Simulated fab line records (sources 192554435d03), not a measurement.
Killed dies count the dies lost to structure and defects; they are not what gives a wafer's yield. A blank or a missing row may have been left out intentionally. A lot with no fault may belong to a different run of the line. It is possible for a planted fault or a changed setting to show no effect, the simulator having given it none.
Chamber matching ; flow n5 finfet ; N5_BEOL_M10_CURE_72 on uv cure-01: 3 sister chambers
The step cures SiCOH lowk, time 120 s. 6 wafers are shown with their chamber, then 7 later ones without.

## WAFERS, EACH WITH ITS CHAMBER
wafer;chamber;wafer_temp_C_max;lamp power pct (%)
L077.5;1;371.5;52.33
L077.6;1;371.1;52.36
L088.2;0;371.8;52.27
L088.3;0;371.9;52.31
L089.1;2;372.2;52.28
L089.4;2;371.5;52.36

## WAFERS MISSING THEIR CHAMBER
wafer;wafer_temp_C_max;lamp power pct (%)
L089.6;371.5;52.31
L091.1;372.1;52.36
L091.4;371.7;52.30
L091.5;371.7;52.29
L096.1;371.5;52.20
L096.3;372.0;52.27
L096.5;371.5;52.22

## EACH ONE'S CHAMBER
wafer;from the rows above;in truth
L089.6;can't be placed: 2 or 1 or 0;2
L091.1;can't be placed: 2 or 0 or 1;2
L091.4;can't be placed: 0 or 2 or 1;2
L091.5;can't be placed: 0 or 2 or 1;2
L096.1;can't be placed: 0 or 2 or 1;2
L096.3;can't be placed: 0 or 2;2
L096.5;can't be placed: 0 or 2 or 1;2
Correct placement for 0 of the 7. Not placeable from these rows: 7 (in 7, the candidates include the true chamber). 0 placed wrongly.
How it was worked out, from the rows above alone: a wafer's distance from a chamber is the root of the sum, over the readings, of the square of ((its reading less the chamber's mean) divided by the reading's scatter). The wafer belongs to the nearest chamber; if the next one is less than 2 further off, it can't be placed. For every chamber, the mean is computed from those of its wafers that are shown. The scatter: take each reading less its chamber's mean, square it, sum over the shown wafers, divide by the number of wafers less the number of chambers, and take the root.
